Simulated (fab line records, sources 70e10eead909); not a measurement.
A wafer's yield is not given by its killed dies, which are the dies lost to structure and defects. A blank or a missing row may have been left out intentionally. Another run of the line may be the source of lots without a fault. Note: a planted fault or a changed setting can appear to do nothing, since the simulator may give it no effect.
Matching of chambers :: flow nand_harc :: 4 sister chambers for NHARC_A_WL_FILL_CMP_12 on cmp-01
The step polishes, t overpolish 30 s, target thk 100 nm. 4 wafers are shown with their chamber, then 11 later ones without.

== WAFERS WITH THEIR CHAMBER ==
wafer: L088.1
chamber: 0
time_to_endpoint_s (s): 16.3

wafer: L089.1
chamber: 1
time_to_endpoint_s (s): 19.3

wafer: L089.5
chamber: 2
time_to_endpoint_s (s): 19.8

wafer: L092.1
chamber: 3
time_to_endpoint_s (s): 21.1

== WAFERS MISSING THEIR CHAMBER ==
wafer: L092.3
time_to_endpoint_s (s): 19.4

wafer: L092.5
time_to_endpoint_s (s): 18.8

wafer: L096.1
time_to_endpoint_s (s): 13.7

wafer: L096.2
time_to_endpoint_s (s): 20.0

wafer: L096.3
time_to_endpoint_s (s): 19.3

wafer: L096.4
time_to_endpoint_s (s): 17.2

wafer: L096.5
time_to_endpoint_s (s): 17.0

wafer: L096.6
time_to_endpoint_s (s): 19.3

wafer: L097.2
time_to_endpoint_s (s): 20.0

wafer: L097.3
time_to_endpoint_s (s): 14.7

wafer: L097.4
time_to_endpoint_s (s): 17.0

== WHICH CHAMBER EACH WENT THROUGH ==
wafer: L092.3
from the rows above: can't be placed: 1 or 2 or 3
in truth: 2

wafer: L092.5
from the rows above: can't be placed: 1 or 2 or 3 or 0
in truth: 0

wafer: L096.1
from the rows above: 0
in truth: 0

wafer: L096.2
from the rows above: can't be placed: 2 or 1 or 3
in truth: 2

wafer: L096.3
from the rows above: can't be placed: 1 or 2 or 3
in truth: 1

wafer: L096.4
from the rows above: can't be placed: 0 or 1 or 2
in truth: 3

wafer: L096.5
from the rows above: can't be placed: 0 or 1
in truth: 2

wafer: L096.6
from the rows above: can't be placed: 1 or 2 or 3
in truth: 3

wafer: L097.2
from the rows above: can't be placed: 2 or 1 or 3
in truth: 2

wafer: L097.3
from the rows above: 0
in truth: 0

wafer: L097.4
from the rows above: can't be placed: 0 or 1
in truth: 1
Placed correctly: 2 of 11. Can't be placed from these rows: 9 (the true chamber is among the candidates in 7). 0 placed wrongly.
How it was worked out, from the rows above alone: a wafer's distance from a chamber is the root of the sum, over the readings, of the square of ((its reading less the chamber's mean) divided by the reading's scatter). If the next closest chamber is less than 2 further off than the closest, the wafer can't be placed; otherwise it belongs to the closest. A chamber's mean is the mean of its shown wafers. The scatter (one wafer shown for each chamber): square how far every hidden wafer sits from the nearest shown wafer, average those squares and take the square root.
